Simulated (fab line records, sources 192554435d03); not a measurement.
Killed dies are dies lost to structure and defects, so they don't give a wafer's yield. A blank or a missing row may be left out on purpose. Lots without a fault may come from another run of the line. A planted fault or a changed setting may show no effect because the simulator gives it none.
Which tool did it? | flow n5_finfet | 11 lots, 32 wafers sampled, at 2 steps of a route of 1938

WHAT THE GAUGES READ, wafer by wafer
N5_BEOL_M14_OCD_MEAS_35.
lot  | measured     | on     | trench_depth_nm (nm)
L239 | day 13 04:52 | ocd-02 | 535 556 540
L242 | day 13 12:08 | ocd-02 | 579 541 575
L241 | day 13 21:33 | ocd-02 | 584 562 579
L247 | day 14 12:17 | ocd-01 | 569 573
L245 | day 15 16:28 | ocd-02 | 582 569 566
L249 | day 15 19:31 | ocd-01 | 563 582 586
L252 | day 16 07:23 | ocd-02 | 584 564 584
L256 | day 18 02:21 | ocd-02 | 584 583 583
L254 | day 18 22:16 | ocd-01 | 521 558 562
L260 | day 19 19:34 | ocd-01 | 562 559 562
L261 | day 19 20:03 | ocd-01 | 562 573 564

WHICH TOOL RAN EACH LOT (tool, then ch and the chambers of the sampled wafers, then the start)
lot  | N5_BEOL_M14_TRENCH_ETCH_34
L239 | rie_diel-01 ch 1,2,3, day 13 04:43
L242 | rie_diel-04 ch 0,2, day 13 11:58
L241 | rie_diel-05 ch 2,3, day 13 21:24
L247 | rie_diel-05 ch 2, day 14 12:07
L245 | rie_diel-05 ch 1,3, day 15 16:18
L249 | rie_diel-05 ch 1,3, day 15 19:22
L252 | rie_diel-05 ch 2,3, day 16 07:10
L256 | rie_diel-04 ch 2,3, day 18 02:12
L254 | rie_diel-01 ch 1,2, day 18 22:07
L260 | rie_diel-05 ch 0,1,2, day 19 19:25
L261 | rie_diel-04 ch 1,2, day 19 19:53
- N5_BEOL_M14_TRENCH_ETCH_34: etches SiO2 in C4F8/O2/Ar, target depth 556.65 nm, time 126.9 s.

WHAT THE TOOLS THEMSELVES READ (means of the sampled wafers that have a number; where no wafer has one, the mark that the record gives instead)
N5_BEOL_M14_TRENCH_ETCH_34.
lot  | tool        | O2_flow_sccm (sccm) | bias_w (W) | drypump_motor_current_A (A) | oes_product_au (a.u.) | rf_fwd_power_W (W) | rf_vpp_V (V) | showerhead_plenum_p_Torr (Torr) | throttle_valve_pct (%)
L239 | rie_diel-01 | 12.01               | 2045       | 5.3                         | 0.72                  | 1904               | 2256         | 3.43                            | 30.99
L242 | rie_diel-04 | 12.01               | 2037       | 5.7                         | 0.80                  | 1898               | 2258         | 3.49                            | 31.04
L241 | rie_diel-05 | 12.02               | 2044       | 5.4                         | 0.94                  | 1898               | 2234         | 3.64                            | 30.83
L247 | rie_diel-05 | 12.06               | 2042       | 5.3                         | 0.92                  | 1896               | 2244         | 3.54                            | 31.13
L245 | rie_diel-05 | 12.02               | 2047       | 6.0                         | 0.80                  | 1900               | 2227         | 3.49                            | 31.13
L249 | rie_diel-05 | 12.04               | 2036       | 5.7                         | 0.85                  | 1894               | 2229         | 3.58                            | 30.92
L252 | rie_diel-05 | 11.98               | 2031       | 5.4                         | 0.90                  | 1892               | 2233         | 3.62                            | 30.85
L256 | rie_diel-04 | 11.98               | 2034       | 5.6                         | 0.77                  | 1901               | 2201         | 3.41                            | 31.27
L254 | rie_diel-01 | 12.02               | 2032       | 5.3                         | 0.85                  | 1906               | 2236         | 3.45                            | 30.87
L260 | rie_diel-05 | 12.01               | 2042       | 5.5                         | 0.82                  | 1895               | 2240         | 3.52                            | 31.10
L261 | rie_diel-04 | 12.02               | 2046       | 6.0                         | 0.89                  | 1900               | 2228         | 3.61                            | 31.28

THE ANSWER, worked out from the rows above alone
Rule: what is usual is taken from the lots themselves. Put in order of their means at a reading, lots are off if they are a third of the lots or fewer, leave a main group of 4 or more, and stand apart from it by a gap of 3 or more times the standard deviation of the main group's means; of several such gaps the widest counts. A main group whose means are all the same, to the digits that the tables above print for the reading, isn't used. A lot without any number at a reading at which 4 lots or more have one is off too. The other lots that the step has rows for count as sound. The gauges are gone through in route order, then the tools' own readings, and for those a lot's mean is taken as printed above. The first step at which some lot is off is used, and at that step the reading that is off furthest; a lot without a number counts as furthest.
No lot is off at any reading shown: from this, nothing can be told.

WHAT THE SIMULATOR HAD PUT IN
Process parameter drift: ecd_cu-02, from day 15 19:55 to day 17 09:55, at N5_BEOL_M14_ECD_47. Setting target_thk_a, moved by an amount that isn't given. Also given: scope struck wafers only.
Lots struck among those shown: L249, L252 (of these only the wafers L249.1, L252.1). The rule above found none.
